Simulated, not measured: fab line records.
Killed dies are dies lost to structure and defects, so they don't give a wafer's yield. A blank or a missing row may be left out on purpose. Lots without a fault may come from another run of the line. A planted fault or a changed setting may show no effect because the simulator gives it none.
Which tool was responsible? ; flow n5 finfet ; Sampling: 10 lots, 30 wafers, 5 of 1938 route steps

WHAT EACH GAUGE READ, for each wafer
N5_BEOL_M4_INSPECT_13: inspects for defects (brightfield). Usual: raw defect count reads 426 (standard deviation 91).
lot;measured;on;raw defect count;flag
L954;day 7 15:48;defect inspect-01;520 428 351;
L957;day 9 02:29;defect inspect-01;426 437 461;
L961;day 9 13:32;defect inspect-02;420 463 396;
L964;day 10 04:14;defect inspect-02;365 377 321;
L965;day 10 19:02;defect inspect-01;531 522 748;
L969;day 12 03:01;defect inspect-01;395 472 347;
L970;day 12 04:34;defect inspect-01;496 523 440;
L973;day 12 12:44;defect inspect-01;481 363 326;
L975;day 13 19:38;defect inspect-02;351 364 326;
L976;day 13 21:07;defect inspect-01;433 506 453;

N5_BEOL_M4_RC_MEAS_101. Usual: DIBL_N 36.0 mV/V, standard deviation 1.8; DIBL_P 36.3 mV/V, standard deviation 2.4; IOFF_N 0.16 nA/um, standard deviation 0.035; IOFF_P 0.21 nA/um, standard deviation 0.036; ION_N 673 uA/um, standard deviation 13; ION_P 461 uA/um, standard deviation 7.2; SS_N 71.4 mV/dec, standard deviation 0.6; SS_P 73.2 mV/dec, standard deviation 0.7; VT_N 250 mV, standard deviation 4; VT_P -250.9 mV, standard deviation 2.9.
lot;measured;on;DIBL_N (mV/V);DIBL_P (mV/V);IOFF_N (nA/um);IOFF_P (nA/um);ION_N (uA/um);ION_P (uA/um);SS_N (mV/dec);SS_P (mV/dec);VT_N (mV);VT_P (mV);flag
L954;day 8 20:15;prober-02;36.7 34.7 39.2;38.2 33.9 41.4;0.19 0.14 0.25;0.25 0.17 0.32;675 666 693;465 457 473;72.5 72.2 72.8;73.7 72.5 74.6;248 250 242;-248.4 -252.9 -245.7;
L957;day 9 10:52;prober-02;33.9 37.5 35.4;34.9 37.1 36.2;0.13 0.19 0.15;0.17 0.20 0.19;674 668 678;461 455 470;70.4 72.0 71.5;73.2 73.4 73.2;254 248 249;-250.4 -251.0 -250.7;
L961;day 10 05:17;prober-01;37.1 38.0 40.5;38.9 39.6 43.6;0.18 0.18 0.26;0.20 0.22 0.29;690 681 697;466 464 464;70.7 71.6 72.0;73.9 74.2 74.2;244 247 242;-253.0 -252.3 -248.7;
L964;day 10 11:23;prober-01;35.3 34.6 32.8;35.9 35.0 32.3;0.13 0.13 0.10;0.21 0.19 0.15;668 673 657;464 473 458;70.6 70.6 70.4;73.9 73.0 71.3;255 253 259;-250.9 -252.9 -252.3;
L965;day 11 08:05;prober-01;35.0 38.4 38.7;33.1 38.1 39.4;0.12 0.20 0.20;0.16 0.23 0.25;660 671 673;450 455 459;70.9 72.2 71.8;73.1 73.1 74.1;254 248 248;-254.4 -248.3 -248.3;
L969;day 12 11:57;prober-01;35.5 32.1 34.3;34.3 31.1 32.7;0.13 0.09 0.11;0.18 0.13 0.15;662 640 664;454 441 460;70.9 70.4 70.6;72.9 72.0 72.1;255 259 256;-251.6 -256.4 -255.7;
L970;day 12 16:12;prober-02;35.5 34.0 36.1;37.7 35.7 37.6;0.18 0.14 0.17;0.22 0.19 0.23;683 682 680;467 469 457;70.6 71.1 71.8;73.8 72.9 73.7;247 251 247;-248.6 -251.5 -248.3;
L973;day 12 22:59;prober-02;36.0 33.0 37.4;35.9 32.7 36.6;0.15 0.11 0.16;0.20 0.16 0.21;675 668 667;461 459 457;71.1 70.9 71.4;74.0 73.1 73.7;252 253 253;-250.9 -252.0 -251.4;
L975;day 14 07:43;prober-02;37.5 37.7 36.6;39.3 39.7 38.0;0.18 0.18 0.16;0.24 0.25 0.23;691 680 685;475 471 474;71.0 72.0 71.1;73.8 74.1 73.4;246 247 246;-246.5 -247.2 -248.1;
L976;day 14 06:26;prober-01;37.2 37.9 39.3;37.1 36.6 38.0;0.16 0.16 0.20;0.21 0.21 0.25;673 681 687;457 461 464;71.4 72.1 72.2;73.4 74.0 73.7;250 250 247;-252.4 -252.9 -246.7;

EACH LOT AND THE TOOL THAT RAN IT (in order: tool; ch and the chambers of the sampled wafers; start)
lot;N5_BEOL_M4_ETCH_63;N5_BEOL_M4_EXPOSE_25;N5_BEOL_M4_DESCUM_33
L954;rie diel-06 ch 1,2, day 7 16:04;euv scanner-02 ch 0, day 7 16:55;rie diel-01 ch 0,1, day 7 17:11
L957;rie diel-01 ch 0,1,2, day 9 02:40;euv scanner-01 ch 0, day 9 03:13;rie diel-05 ch 0,1,2, day 9 03:42
L961;rie diel-05 ch 0,1,3, day 9 13:39;euv scanner-02 ch 0, day 9 14:20;rie diel-06 ch 0,1,3, day 9 14:36
L964;rie diel-06 ch 1,3, day 10 04:19;euv scanner-02 ch 0, day 10 04:53;rie diel-05 ch 0,2, day 10 05:09
L965;rie diel-06 ch 1,2,3, day 10 19:07;euv scanner-01 ch 0, day 10 19:47;rie diel-06 ch 1,2,3, day 10 20:04
L969;rie diel-06 ch 0,1,2, day 12 03:05;euv scanner-02 ch 0, day 12 03:39;rie diel-05 ch 2,3, day 12 03:56
L970;rie diel-01 ch 0,2,3, day 12 04:40;euv scanner-02 ch 0, day 12 05:19;rie diel-06 ch 0,2, day 12 05:34
L973;rie diel-06 ch 2,3, day 12 12:49;euv scanner-02 ch 0, day 12 13:23;rie diel-06 ch 0,3, day 12 13:40
L975;rie diel-06 ch 0,3, day 13 19:57;euv scanner-01 ch 0, day 13 20:38;rie diel-05 ch 0,1,3, day 13 20:59
L976;rie diel-06 ch 0,1,2, day 13 21:13;euv scanner-01 ch 0, day 13 21:50;rie diel-01 ch 0,1, day 13 22:06
- N5_BEOL_M4_ETCH_63: etches SiARC in CF4, target depth 15.6 nm, time 26 s.
- N5_BEOL_M4_EXPOSE_25: exposes mask V3, defocus 5 nm.
- N5_BEOL_M4_DESCUM_33: chemistry O2, time 7 s.

WHAT THE TOOLS THEMSELVES READ (means of the sampled wafers that have a number; where no wafer has one, the mark that the record gives instead)
N5_BEOL_M4_ETCH_63. Usual: drypump motor current A 5.6 A, standard deviation 0.64; etch rf on time s 25.9 s, standard deviation 0.45; oes product au 0.68 a.u., standard deviation 0.083; rf vpp V 183.9 V, standard deviation 1.3; showerhead plenum p Torr 2.13 Torr, standard deviation 0.08; throttle valve pct 15.62 %, standard deviation 0.28.
lot;tool;drypump motor current A (A);etch rf on time s (s);oes product au (a.u.);rf vpp V (V);showerhead plenum p Torr (Torr);throttle valve pct (%);flag
L954;rie diel-06;5.5;25.8;0.63;183.4;2.07;15.88;
L957;rie diel-01;5.4;25.6;0.67;184.9;2.13;15.49;
L961;rie diel-05;6.0;26.0;0.65;184.0;2.14;15.70;
L964;rie diel-06;5.1;26.1;0.61;182.7;2.06;15.98;
L965;rie diel-06;5.6;26.0;0.68;183.4;2.13;15.73;
L969;rie diel-06;5.7;25.9;0.69;184.5;2.16;15.69;
L970;rie diel-01;5.5;25.7;0.71;184.2;2.11;15.43;
L973;rie diel-06;6.2;25.7;0.80;186.0;2.28;15.35;
L975;rie diel-06;5.5;26.0;0.72;185.5;2.23;15.57;
L976;rie diel-06;5.7;25.8;0.67;183.8;2.16;15.72;

N5_BEOL_M4_EXPOSE_25. Usual: exposure dose mJ cm2 reads 62.87 (standard deviation 0.068).
lot;tool;exposure dose mJ cm2;flag
L954;euv scanner-02;62.92;
L957;euv scanner-01;62.75;
L961;euv scanner-02;62.82;
L964;euv scanner-02;62.92;
L965;euv scanner-01;62.82;
L969;euv scanner-02;62.87;
L970;euv scanner-02;64.98;OFF
L973;euv scanner-02;63.94;OFF
L975;euv scanner-01;62.93;
L976;euv scanner-01;62.80;

N5_BEOL_M4_DESCUM_33. Usual: drypump motor current A 5.6 A, standard deviation 0.55; o2 flow sccm 225.0 sccm, standard deviation 0.68; oes product au 0.80 a.u., standard deviation 0.097; rf vpp V 243.0 V, standard deviation 1.3; showerhead plenum p Torr 2.08 Torr, standard deviation 0.065; throttle valve pct 20.38 %, standard deviation 0.27.
lot;tool;drypump motor current A (A);o2 flow sccm (sccm);oes product au (a.u.);rf vpp V (V);showerhead plenum p Torr (Torr);throttle valve pct (%);flag
L954;rie diel-01;5.0;225.0;0.76;243.5;2.06;20.37;
L957;rie diel-05;5.8;224.4;0.75;242.7;2.09;20.32;
L961;rie diel-06;5.3;226.2;0.73;242.4;2.02;20.60;
L964;rie diel-05;5.9;224.9;0.91;243.0;2.08;20.11;
L965;rie diel-06;5.6;224.5;0.79;242.5;2.07;20.49;
L969;rie diel-05;5.7;225.5;0.84;244.3;2.14;20.25;
L970;rie diel-06;5.9;224.6;0.82;243.8;2.13;20.32;
L973;rie diel-06;5.5;225.0;0.81;243.1;2.13;20.41;
L975;rie diel-05;5.9;225.0;0.81;243.4;2.07;20.36;
L976;rie diel-01;5.0;225.0;0.74;242.7;2.03;20.56;

THE ANSWER, worked out from the rows above alone
Rule: take the mean of a lot's wafers that have a number; if it is more than 3 standard deviations from the usual mean, the lot is off. A lot without any number at a reading at which 4 lots or more have one is off too. The other lots that the step has rows for count as sound. The gauges are gone through in route order, then the tools' own readings, and for those a lot's mean is taken as printed above. The first step at which some lot is off is used, and at that step the reading that is off furthest; a lot without a number counts as furthest.
Off, at N5_BEOL_M4_EXPOSE_25 on exposure dose mJ cm2: L970, L973.
A tool fits if, at that step or a process step before it, it ran every lot that is off, and no sound lot after the first of them. One candidate fits, namely euv scanner-02 at N5_BEOL_M4_EXPOSE_25. A fault onset in the window from L969 (day 12 03:39, its last sound lot) to L970 (day 12 05:19, its first lot off) fits.
The tool's own readings at N5_BEOL_M4_EXPOSE_25 bear it out: on the lots that are off they differ by more than 5 times the standard deviation of the sound lots' means. exposure dose mJ cm2 reads 64.46 there against 62.85 on the sound lots.

WHAT THE SIMULATOR PUT IN
Drift in process parameters on euv scanner-02 at N5_BEOL_M4_EXPOSE_25, starting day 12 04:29. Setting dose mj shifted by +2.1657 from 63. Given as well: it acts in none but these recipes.
Lots struck among those shown: L970, L973. The rule above found the same.
